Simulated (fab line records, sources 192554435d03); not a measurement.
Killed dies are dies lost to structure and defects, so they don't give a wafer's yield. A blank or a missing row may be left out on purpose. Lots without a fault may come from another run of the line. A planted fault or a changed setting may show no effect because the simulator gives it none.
fab line records | flow n5_finfet
record lots=7 wafers=21
route steps=1938 shown BEOL_M6@1239 BEOL_M7@1289 BEOL_M8@1371
start_h: hours from the record's first day to the start of the lot's first wafer shown | wait_h: hours since the lot's step before | " the same as in the row above | L1.1+2: a row that stands for several wafers | - no value, or no start given | * or withheld: withheld | < > ~ a bound
route shown NAME@n: a module of which the file shows steps, and the number in the route of the first | usual: mean/standard deviation of fault-free wafers | same: alike in all rows | chamber/n: place in a boat | sites: the reading at each site | _std_site: their standard deviation | _edge_site: outer sites' mean less inner sites' | radius_mm: how far each site lies from the wafer's centre | mask NAME#n: copy n | behind: the tool/chamber that last shaped the wafer | hold: why the lot was held/for how many hours/how that ended | device: the transistor (n, p or np) that didn't switch | end of line: the same wafers' tests at the end of the route | a step without rows: its recipe alone | killed: dies lost to structure and defects at the first sort, not the wafer's yield | map: a wafer's dies, x killed, . not, _ none there
set.NAME: the setting as run; set.NAME@STEP: as run at that earlier step | model.NAME: the simulator's own value behind a step, which no gauge read
lots whose settings were changed on purpose; a table a step, a row a wafer
## steps
# step N5_BEOL_M6_TRENCH_ETCH_37
# recipe chemistry=C4F6/O2 target_depth_a=944.35 target=SiCOH_lowk time_s=31.5 ion_energy_ev=250 pressure_mtorr=30 source_w=345 bias_w=185 Ar_flow_sccm=300 C4F6_flow_sccm=10 O2_flow_sccm=10
# usual rf_vpp_V=663/13
# columns lot.wafer tool chamber start_h wait_h set.source_w rf_vpp_V
L075.3 rie_diel-06 0 - - 345 674
L075.5 " 1 " " 345 659
L075.6 " 2 " " 345 687
L080.1 rie_diel-05 2 - - 345 668
L080.2 " 0 " " 345 668
L080.4 " 3 " " 407 598
L081.1 rie_diel-06 3 - - 345 647
L081.4 " 2 " " 345 686
L081.6 " 0 " " 345 674
L087.1 rie_diel-02 0 - - 345 655
L087.3 " 3 " " 285.6 735
L087.4 " 2 " " 285.6 713
L089.2 rie_diel-06 2 - - 345 686
L089.4 " 3 " " 345 647
L089.5 " 3 " " 345 648
L090.1 rie_diel-02 1 - - 370.8 634
L090.2 " 0 " " 345 653
L090.5 " 3 " " 345 669
L094.1 rie_diel-06 0 - - 398 625
L094.5 " 0 " " 345 672
L094.6 " 1 " " 398 613
# step N5_BEOL_M6_ETCH_41
# recipe chemistry=CH3F/O2 target=SiCN target_depth_a=297 taper_deg=2 time_s=52 ion_energy_ev=120 mask_material=TiN pressure_mtorr=30 source_w=395 bias_w=75 Ar_flow_sccm=150 CH3F_flow_sccm=30 O2_flow_sccm=20
# step N5_BEOL_M6_STRIP_80
# recipe chemistry=N2/H2 time_s=10 power_w=450 temp_c=40 pressure_mtorr=20 rf_frequency_hz=6e+07 bias_power_w=7 n2_flow_sccm=200 h2_flow_sccm=200
# step N5_BEOL_M6_OCD_MEAS_38
# usual trench_depth_nm=94.2/1.4
# columns lot.wafer tool chamber start_h wait_h set.source_w@BEOL_M6_TRENCH_ETCH_37 trench_depth_nm
L075.3 ocd-02 - 221.34 - 345 94.7
L075.5 " - " " 345 93.4
L075.6 " - " " 345 93.6
L080.1 ocd-02 - 254.36 - 345 91.1
L080.2 " - " " 345 92.3
L080.4 " - " " 407 103.6
L081.1 ocd-01 - 258.11 - 345 93.6
L081.4 " - " " 345 95.1
L081.6 " - " " 345 96.0
L087.1 ocd-01 - 283.47 - 345 96.7
L087.3 " - " " 285.6 90.2
L087.4 " - " " 285.6 88.3
L089.2 ocd-01 - 304.45 - 345 92.4
L089.4 " - " " 345 92.3
L089.5 " - " " 345 91.2
L090.1 ocd-02 - 324.07 - 370.8 95.9
L090.2 " - " " 345 95.0
L090.5 " - " " 345 94.3
L094.1 ocd-01 - 345.56 - 398 102.2
L094.5 " - " " 345 96.8
L094.6 " - " " 398 99.8
# step N5_BEOL_M6_HM_STRIP_39
# recipe chemistry=peroxide_tin_strip material=TiN target_depth_a=250 temp_c=50 time_s=158
# step N5_BEOL_M6_SRD_40
# recipe time_s=30 temp_c=23 rinse_liquid=diw dry=ipa_marangoni
# step N5_BEOL_M6_PRECLEAN_42
# recipe chemistry=residue_remover time_s=60 temp_c=40
# step N5_BEOL_M6_SRD_43
# recipe time_s=30 temp_c=23 rinse_liquid=diw dry=ipa_marangoni
# step N5_BEOL_M6_CD_MEAS_35
# recipe target_cd_nm=40 target_cd_y_nm=28 polarity=opening
# usual cd_nm=39.8/0.54
# columns lot.wafer tool chamber start_h wait_h set.dose_mj@BEOL_M6_EXPOSE_08 cd_nm
L075.3 cd_sem-01 - 221.59 0.0 68.25 40.4
L075.5 " - " " 68.25 39.6
L075.6 " - " " 68.25 40.3
L080.1 cd_sem-03 - 254.51 0.0 68.25 40.4
L080.2 " - " " 68.25 39.5
L080.4 " - " " 68.25 39.9
L081.1 cd_sem-02 - 258.26 0.0 66.45 38.6
L081.4 " - " " 68.25 40.5
L081.6 " - " " 68.25 40.2
L087.1 cd_sem-01 - 283.63 0.0 73.36 44.2
L087.3 " - " " 73.36 43.8
L087.4 " - " " 68.25 40.7
L089.2 cd_sem-02 - 304.60 0.0 68.25 39.0
L089.4 " - " " 68.25 39.8
L089.5 " - " " 68.25 39.7
L090.1 cd_sem-01 - 324.23 0.0 71.41 42.3
L090.2 " - " " 68.25 40.2
L090.5 " - " " 68.25 40.2
L094.1 cd_sem-03 - 345.74 0.0 66.88 38.4
L094.5 " - " " 66.88 38.5
L094.6 " - " " 68.25 39.6
# step N5_BEOL_M6_CURE_75
# recipe temp_c=370 time_s=120 ambient=DMADMS/He material=SiCOH_lowk
# step N5_BEOL_M6_DEGAS_44
# recipe ambient=vacuum temp_c=250 time_s=60
# step N5_BEOL_M6_ECD_50
# recipe material=Cu target_thk_a=3000
# step N5_BEOL_M6_ANNEAL_51
# recipe temp_c=225 time_s=90 ambient=N2
# step N5_BEOL_M6_CMP_52
# recipe stop_on=SiCOH_lowk t_overpolish_s=6.9 down_force_psi=1 platen_rpm=50 clearing_platen_down_force_psi=1.5 clearing_platen_rpm=50 post_cmp_clean=cu_alkaline target_thk_nm=80 clearing_platen_pad_velocity_m_s=0.99484 pad_velocity_m_s=0.99484
# columns lot.wafer tool chamber start_h wait_h set.source_w@BEOL_M6_TRENCH_ETCH_37 model.Cu_of_BEOL_M6_ECD_50.thk_nm
L075.3 cmp-02 0 225.19 0.2 345 81.4
L075.6+5 " 0,1 " " 345 79
L080.1 cmp-02 3 258.31 0.3 345 74.6
L080.2 " 0 " " 345 77
L080.4 " 1 " " 407 87.8
L081.4 cmp-02 1 261.05 0.1 345 79.6
L081.1 " 2 " " 345 78
L081.6 " 1 " " 345 81.4
L087.3 cmp-03 3 287.18 0.2 285.6 73.2
L087.4 " 0 " " 285.6 74
L087.1 " 1 " " 345 82
L089.4+2 cmp-03 1,2 306.76 0.1 345 79
L089.5 " 2 " " 345 78
L090.2 cmp-03 0 327.88 0.5 345 80.8
L090.1 " 1 " " 370.8 82
L090.5 " 3 " " 345 79.8
L094.1 cmp-03 2 349.93 0.7 398 88
L094.5 " 2 " " 345 83.2
L094.6 " 3 " " 398 84.6
# step N5_BEOL_M6_PRE_CLEAN_55
# recipe gas=NH3 time_s=15 temp_c=withheld rf_power_w=300
# step N5_BEOL_M6_DEP_56
# recipe material=SiCN target_thk_a=100 temp_c=withheld precursor=3MS/NH3 pressure_torr=3 rf_w=202 time_s=17.5
# step N5_BEOL_M6_RS_MEAS_57
# recipe thk_meas_gauge=four-point-probe reads=Cu_of_BEOL_M6_ECD_50+Co_of_BEOL_M6_CVD_78+TaN_of_BEOL_M6_ALD_77
# usual M6_RS=0.287/0.0068
# columns lot.wafer tool chamber start_h wait_h set.source_w@BEOL_M6_TRENCH_ETCH_37 M6_RS[ohm/sq]
L075.3 film_metro-02 - 225.61 0.1 345 0.281
L075.5 " - " " 345 0.291
L075.6 " - " " 345 0.290
L080.1 film_metro-02 - 258.73 0.1 345 0.310
L080.2 " - " " 345 0.300
L080.4 " - " " 407 0.257
L081.1 film_metro-02 - 261.48 0.1 345 0.294
L081.4 " - " " 345 0.288
L081.6 " - " " 345 0.280
L087.1 film_metro-02 - 287.61 0.1 345 0.278
L087.3 " - " " 285.6 0.317
L087.4 " - " " 285.6 0.313
L089.2 film_metro-01 - 307.18 0.1 345 0.291
L089.4 " - " " 345 0.291
L089.5 " - " " 345 0.295
L090.1 film_metro-01 - 328.23 0.1 370.8 0.278
L090.2 " - " " 345 0.283
L090.5 " - " " 345 0.287
L094.1 film_metro-01 - 350.35 0.1 398 0.256
L094.5 " - " " 345 0.273
L094.6 " - " " 398 0.268
# step N5_BEOL_M7_COAT_71
# recipe resist=underlayer temp_c=205 time_s=60 spin_rpm=1500 resist_thk_nm=5
# columns lot.wafer tool chamber start_h wait_h set.spin_rpm
L075.3+5+6 litho_track-04 0 - - 1500
L080.1+2+4 litho_track-04 0 - - 1500
L081.1+4+6 litho_track-04 0 - - 1664
L087.1+3 litho_track-04 0 - - 1500
L087.4 " 0 " " 1543
L089.2 litho_track-05 0 - - 1570
L089.4+5 " 0 " " 1500
L090.1+2 litho_track-03 0 - - 1500
L090.5 " 0 " " 1614
L094.1 litho_track-05 0 - - 1451
L094.5+6 " 0 " " 1500
# step N5_BEOL_M7_DESCUM_33
# recipe chemistry=O2 time_s=7 source_power_w=50 bias_power_w=20 pressure_mtorr=20 rf_frequency_hz=2.712e+07 temp_c=40 resist=CAR-EUV o2_flow_sccm=225
# columns lot.wafer tool chamber start_h wait_h set.time_s model.CAR-EUV_of_BEOL_M7_COAT_22.thk_nm
L075.3+5+6 rie_diel-04 0,3,2 231.39 0.1 7 26.4
L080.1+4 rie_diel-04 0,2 262.31 0.1 7 26
L080.2 " 3 " " 7 26.2
L081.1+4 rie_diel-03 3,1 266.56 0.0 6.43 26.4
L081.6 " 3 " " 7 26
L087.1 rie_diel-01 1 294.20 0.3 7 26
L087.3 " 3 " " 5.916 26.6
L087.4 " 0 " " 7 26.2
L089.2+5 rie_diel-01 2 310.90 0.0 7.673 25.6
L089.4 " 1 " " 7 26
L090.1 rie_diel-03 3 333.07 0.0 6.444 26.2
L090.2 " 0 " " 7 26
L090.5 " 2 " " 6.444 26.4
L094.1+6 rie_diel-03 1,0 354.48 0.0 7 26
L094.5 " 1 " " 5.801 26.8
# step N5_BEOL_M7_ETCH_72
# recipe chemistry=N2/H2 target=underlayer target_depth_a=65 mask_material=CAR-EUV time_s=5.2 ion_energy_ev=200 pressure_mtorr=30 source_w=840 bias_w=150 n2_flow_sccm=200 h2_flow_sccm=200 ends=cleared
# columns lot.wafer tool chamber start_h wait_h set.spin_rpm@BEOL_M7_COAT_71 set.time_s@BEOL_M7_DESCUM_33 model.CAR-EUV_of_BEOL_M7_COAT_22.thk_nm model.etch.depth_nm
L075.3 rie_diel-04 0 231.42 0.0 1500 7 20.6 5.015
L075.5 " 3 " " 1500 7 20.6 5.016
L075.6 " 2 " " 1500 7 20.6 5.024
L080.1 rie_diel-04 0 262.35 0.0 1500 7 20.4 4.983
L080.2 " 3 " " 1500 7 20.4 4.99
L080.4 " 2 " " 1500 7 20.4 4.988
L081.1 rie_diel-03 3 266.59 0.0 1664 6.43 21 4.743
L081.4 " 1 " " 1664 6.43 20.8 4.756
L081.6 " 3 " " 1664 7 20.6 4.751
L087.1 rie_diel-01 1 294.24 0.0 1500 7 20.4 5.003
L087.3 " 3 " " 1500 5.916 20.8 4.993
L087.4 " 0 " " 1543 7 20.4 4.933
L089.2 rie_diel-01 2 310.94 0.0 1570 7.673 20 4.876
L089.4 " 1 " " 1500 7 20.4 4.979
L089.5 " 2 " " 1500 7.673 19.8 4.996
L090.1 rie_diel-03 3 333.10 0.0 1500 6.444 20.6 4.99
L090.2 " 0 " " 1500 7 20.2 4.99
L090.5 " 2 " " 1614 6.444 20.8 4.81
L094.1 rie_diel-03 1 354.52 0.0 1451 7 20.2 5.071
L094.5 " 1 " " 1500 5.801 21 5.01
L094.6 " 0 " " 1500 7 20.4 4.995
# step N5_BEOL_M8_ETCH_66
# recipe chemistry=N2/H2 target=SOC target_depth_a=800 overetch_a=160 mask_material=SiARC temp_c=40 time_s=120 ion_energy_ev=200 pressure_mtorr=30 source_w=840 bias_w=150 n2_flow_sccm=200 h2_flow_sccm=200
# usual rf_vpp_V=524.2/1.8
# columns lot.wafer tool chamber start_h wait_h set.source_w rf_vpp_V model.SiARC_of_BEOL_M8_COAT_64.thk_nm
L075.3 rie_diel-05 2 240.47 0.0 840 522.4 6.6
L075.5 " 2 " " 840 522.9 6.6
L075.6 " 1 " " 840 524.0 6.4
L080.1 rie_diel-05 3 270.71 0.0 840 524.2 6.4
L080.2 " 2 " " 840 522.8 6.6
L080.4 " 0 " " 949.7 504.1 6.2
L081.1 rie_diel-05 1 276.22 0.0 840 523.5 6.4
L081.4 " 1 " " 840 524.1 6.4
L081.6 " 3 " " 913.4 510.9 6
L087.1 rie_diel-05 2 303.86 0.0 688.9 558.4 7
L087.3 " 3 " " 688.9 562.3 7
L087.4 " 1 " " 840 523.4 6.4
L089.2 rie_diel-06 1 318.65 0.0 840 524.6 6.4
L089.4 " 1 " " 840 521.5 6.4
L089.5 " 0 " " 966.8 500.8 6
L090.1 rie_diel-02 2 341.56 0.0 840 526.0 6.6
L090.2 " 1 " " 840 522.4 6.6
L090.5 " 3 " " 892.3 516.6 6.2
L094.1 rie_diel-05 0 364.85 0.0 840 522.6 6.6
L094.5 " 2 " " 977.1 496.3 6
L094.6 " 3 " " 840 524.7 6.4
# step N5_BEOL_M8_TRENCH_ETCH_37
# recipe chemistry=C4F6/O2 target_depth_a=934.78 target=SiCOH_lowk time_s=31.2 ion_energy_ev=250 pressure_mtorr=30 source_w=345 bias_w=185 Ar_flow_sccm=300 C4F6_flow_sccm=10 O2_flow_sccm=10
# columns lot.wafer tool chamber start_h wait_h set.time_s model.BEOL_M8.feature_depth_nm model.etch.depth_nm
L075.3 rie_diel-05 2 - - 31.2 90.2 90.29
L075.5 " 2 " " 31.2 89.2 89.24
L075.6 " 1 " " 31.2 93.6 93.6
L080.1 rie_diel-05 3 - - 31.2 96.2 96.15
L080.2 " 2 " " 31.2 90.2 90.2
L080.4 " 0 " " 31.2 92.4 92.31
L081.1 rie_diel-05 1 - - 31.2 92.4 92.34
L081.4 " 1 " " 31.2 93.2 93.19
L081.6 " 3 " " 35.76 109 109
L087.1 rie_diel-05 2 - - 31.2 93 93.02
L087.3 " 3 " " 31.2 95.4 95.49
L087.4 " 1 " " 31.2 93.6 93.6
L089.2 rie_diel-06 1 - - 31.2 92.8 92.83
L089.4 " 1 " " 34.23 101.4 101.4
L089.5 " 0 " " 34.23 102.2 102.2
L090.1 rie_diel-02 2 - - 28.82 84.8 84.71
L090.2 " 1 " " 31.2 91.8 91.89
L090.5 " 3 " " 31.2 93.6 93.68
L094.1 rie_diel-05 0 - - 31.2 90.6 90.7
L094.5 " 2 " " 31.2 93.2 93.25
L094.6 " 3 " " 28.78 88.2 88.14
# step N5_BEOL_M8_ETCH_41
# recipe chemistry=CH3F/O2 target=SiCN target_depth_a=319 taper_deg=2 time_s=57.8 ion_energy_ev=120 mask_material=TiN pressure_mtorr=30 source_w=395 bias_w=75 Ar_flow_sccm=150 CH3F_flow_sccm=30 O2_flow_sccm=20
# step N5_BEOL_M8_STRIP_80
# recipe chemistry=N2/H2 time_s=10 power_w=450 temp_c=40 pressure_mtorr=20 rf_frequency_hz=6e+07 bias_power_w=7 n2_flow_sccm=200 h2_flow_sccm=200
# step N5_BEOL_M8_OCD_MEAS_38
# usual trench_depth_nm=92.9/1.6
# columns lot.wafer tool chamber start_h wait_h set.time_s@BEOL_M8_TRENCH_ETCH_37 trench_depth_nm
L075.3 ocd-02 - 240.82 - 31.2 90.3
L075.5 " - " " 31.2 89.4
L075.6 " - " " 31.2 93.4
L080.1 ocd-02 - 271.06 - 31.2 96.4
L080.2 " - " " 31.2 89.9
L080.4 " - " " 31.2 92.1
L081.1 ocd-02 - 276.57 - 31.2 92.4
L081.4 " - " " 31.2 93.0
L081.6 " - " " 35.76 109.1
L087.1 ocd-01 - 304.21 - 31.2 93.1
L087.3 " - " " 31.2 95.1
L087.4 " - " " 31.2 93.6
L089.2 ocd-02 - 319.00 - 31.2 92.8
L089.4 " - " " 34.23 101.6
L089.5 " - " " 34.23 102.2
L090.1 ocd-01 - 341.91 - 28.82 84.9
L090.2 " - " " 31.2 91.9
L090.5 " - " " 31.2 93.7
L094.1 ocd-02 - 365.21 - 31.2 90.2
L094.5 " - " " 31.2 93.2
L094.6 " - " " 28.78 87.9
# step N5_BEOL_M8_HM_STRIP_39
# recipe chemistry=peroxide_tin_strip material=TiN target_depth_a=250 temp_c=50 time_s=158
# step N5_BEOL_M8_SRD_40
# recipe time_s=30 temp_c=23 rinse_liquid=diw dry=ipa_marangoni
# step N5_BEOL_M8_ECD_50
# recipe material=Cu target_thk_a=3000
# step N5_BEOL_M8_ANNEAL_51
# recipe temp_c=225 time_s=90 ambient=N2
# step N5_BEOL_M8_CMP_52
# recipe stop_on=SiCOH_lowk t_overpolish_s=6.9 down_force_psi=1 platen_rpm=50 clearing_platen_down_force_psi=1.5 clearing_platen_rpm=50 post_cmp_clean=cu_alkaline target_thk_nm=80 clearing_platen_pad_velocity_m_s=0.99484 pad_velocity_m_s=0.99484
# columns lot.wafer tool chamber start_h wait_h set.time_s@BEOL_M8_TRENCH_ETCH_37 model.Cu_of_BEOL_M8_ECD_50.thk_nm
L075.3 cmp-04 0 244.49 0.2 31.2 77
L075.6 " 0 " " 31.2 80.4
L075.5 " 1 " " 31.2 74.4
L080.2 cmp-01 0 274.81 0.2 31.2 75.4
L080.1 " 1 " " 31.2 82.4
L080.4 " 2 " " 31.2 79
L081.1 cmp-03 0 280.08 0.3 31.2 77.8
L081.4 " 3 " " 31.2 76.4
L081.6 " 1 " " 35.76 95.4
L087.3 cmp-01 0 306.65 0.2 31.2 81.2
L087.4 " 1 " " 31.2 79.6
L087.1 " 2 " " 31.2 79.4
L089.4 cmp-03 3 321.24 0.2 34.23 86.8
L089.2 " 0 " " 31.2 79
L089.5 " 3 " " 34.23 87.4
L090.2 cmp-01 1 343.88 0.2 31.2 78.2
L090.1 " 0 " " 28.82 71.6
L090.5 " 1 " " 31.2 80.8
L094.1 cmp-03 2 368.63 0.4 31.2 79.4
L094.6 " 3 " " 28.78 74.4
L094.5 " 0 " " 31.2 80.4
# step N5_BEOL_M8_THK_MEAS_53
# recipe thk_meas_gauge=xrf reads=Cu_of_BEOL_M8_ECD_50
# usual M8_THK=78.6/1.8
# columns lot.wafer tool chamber start_h wait_h set.time_s@BEOL_M8_TRENCH_ETCH_37 M8_THK[nm]
L075.3 film_metro-02 - 244.78 - 31.2 76.5
L075.5 " - " " 31.2 73.8
L075.6 " - " " 31.2 79.7
L080.1 film_metro-02 - 275.11 - 31.2 82.2
L080.2 " - " " 31.2 74.9
L080.4 " - " " 31.2 78.5
L081.1 film_metro-01 - 280.38 - 31.2 77.0
L081.4 " - " " 31.2 75.7
L081.6 " - " " 35.76 94.4
L087.1 film_metro-01 - 306.95 - 31.2 78.8
L087.3 " - " " 31.2 80.3
L087.4 " - " " 31.2 78.0
L089.2 film_metro-01 - 321.50 - 31.2 78.5
L089.4 " - " " 34.23 86.2
L089.5 " - " " 34.23 86.7
L090.1 film_metro-02 - 344.18 - 28.82 70.8
L090.2 " - " " 31.2 78.2
L090.5 " - " " 31.2 80.5
L094.1 film_metro-02 - 368.81 - 31.2 78.4
L094.5 " - " " 31.2 79.4
L094.6 " - " " 28.78 73.2
# step N5_BEOL_M8_PRE_CLEAN_55
# recipe gas=NH3 time_s=15 temp_c=withheld rf_power_w=300
# step N5_BEOL_M8_DEP_56
# recipe material=SiCN target_thk_a=100 temp_c=withheld precursor=3MS/NH3 pressure_torr=3 rf_w=202 time_s=17.5
# step N5_BEOL_M8_RS_MEAS_57
# recipe thk_meas_gauge=four-point-probe reads=Cu_of_BEOL_M8_ECD_50+Co_of_BEOL_M8_CVD_78+TaN_of_BEOL_M8_ALD_77
# usual M8_RS=0.289/0.0078
# columns lot.wafer tool chamber start_h wait_h set.time_s@BEOL_M8_TRENCH_ETCH_37 M8_RS[ohm/sq]
L075.3 film_metro-02 - 244.91 0.1 31.2 0.299
L075.5 " - " " 31.2 0.311
L075.6 " - " " 31.2 0.285
L080.1 film_metro-02 - 275.24 0.1 31.2 0.277
L080.2 " - " " 31.2 0.307
L080.4 " - " " 31.2 0.290
L081.1 film_metro-01 - 280.51 0.1 31.2 0.296
L081.4 " - " " 31.2 0.303
L081.6 " - " " 35.76 0.234
L087.1 film_metro-01 - 307.08 0.1 31.2 0.289
L087.3 " - " " 31.2 0.281
L087.4 " - " " 31.2 0.289
L089.2 film_metro-02 - 321.63 0.1 31.2 0.291
L089.4 " - " " 34.23 0.260
L089.5 " - " " 34.23 0.258
L090.1 film_metro-01 - 344.31 0.1 28.82 0.327
L090.2 " - " " 31.2 0.294
L090.5 " - " " 31.2 0.283
L094.1 film_metro-02 - 368.94 0.1 31.2 0.288
L094.5 " - " " 31.2 0.284
L094.6 " - " " 28.78 0.311
## key
split step=N5_BEOL_M6_TRENCH_ETCH_37 setting=source_w stated=345 by=wafer
response step=N5_BEOL_M6_TRENCH_ETCH_37 reading=rf_vpp_V change=-3.8 per=1% r=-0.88
response step=N5_BEOL_M6_OCD_MEAS_38 reading=trench_depth_nm change=+0.454 per=1% r=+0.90
response step=N5_BEOL_M6_CMP_52 reading=model.Cu_of_BEOL_M6_ECD_50.thk_nm change=+0.462 per=1% r=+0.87
response step=N5_BEOL_M6_RS_MEAS_57 reading=M6_RS change=-0.00189 per=1% r=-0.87
split step=N5_BEOL_M7_COAT_71 setting=spin_rpm stated=1500 by=wafer
response step=N5_BEOL_M7_ETCH_72 reading=model.etch.depth_nm change=-0.0234 per=1% r=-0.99
split step=N5_BEOL_M7_DESCUM_33 setting=time_s stated=7 by=wafer
response step=N5_BEOL_M7_DESCUM_33 reading=model.CAR-EUV_of_BEOL_M7_COAT_22.thk_nm change=-0.041 per=1% r=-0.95
response step=N5_BEOL_M7_ETCH_72 reading=model.CAR-EUV_of_BEOL_M7_COAT_22.thk_nm change=-0.0389 per=1% r=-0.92
split step=N5_BEOL_M8_ETCH_66 setting=source_w stated=840 by=wafer
response step=N5_BEOL_M8_ETCH_66 reading=rf_vpp_V change=-1.68 per=1% r=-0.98
response step=N5_BEOL_M8_ETCH_66 reading=model.SiARC_of_BEOL_M8_COAT_64.thk_nm change=-0.0316 per=1% r=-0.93
split step=N5_BEOL_M8_TRENCH_ETCH_37 setting=time_s stated=31.2 by=wafer
response step=N5_BEOL_M8_TRENCH_ETCH_37 reading=model.BEOL_M8.feature_depth_nm change=+0.969 per=1% r=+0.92
response step=N5_BEOL_M8_TRENCH_ETCH_37 reading=model.etch.depth_nm change=+0.975 per=1% r=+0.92
response step=N5_BEOL_M8_OCD_MEAS_38 reading=trench_depth_nm change=+0.98 per=1% r=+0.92
response step=N5_BEOL_M8_CMP_52 reading=model.Cu_of_BEOL_M8_ECD_50.thk_nm change=+1.05 per=1% r=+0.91
response step=N5_BEOL_M8_THK_MEAS_53 reading=M8_THK change=+1.06 per=1% r=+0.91
response step=N5_BEOL_M8_RS_MEAS_57 reading=M8_RS change=-0.00415 per=1% r=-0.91
split outside_this_file step=N5_BEOL_M6_EXPOSE_08 setting=dose_mj
# split outside_this_file: this setting was split too, and the file shows its column; the key of that split is in another file
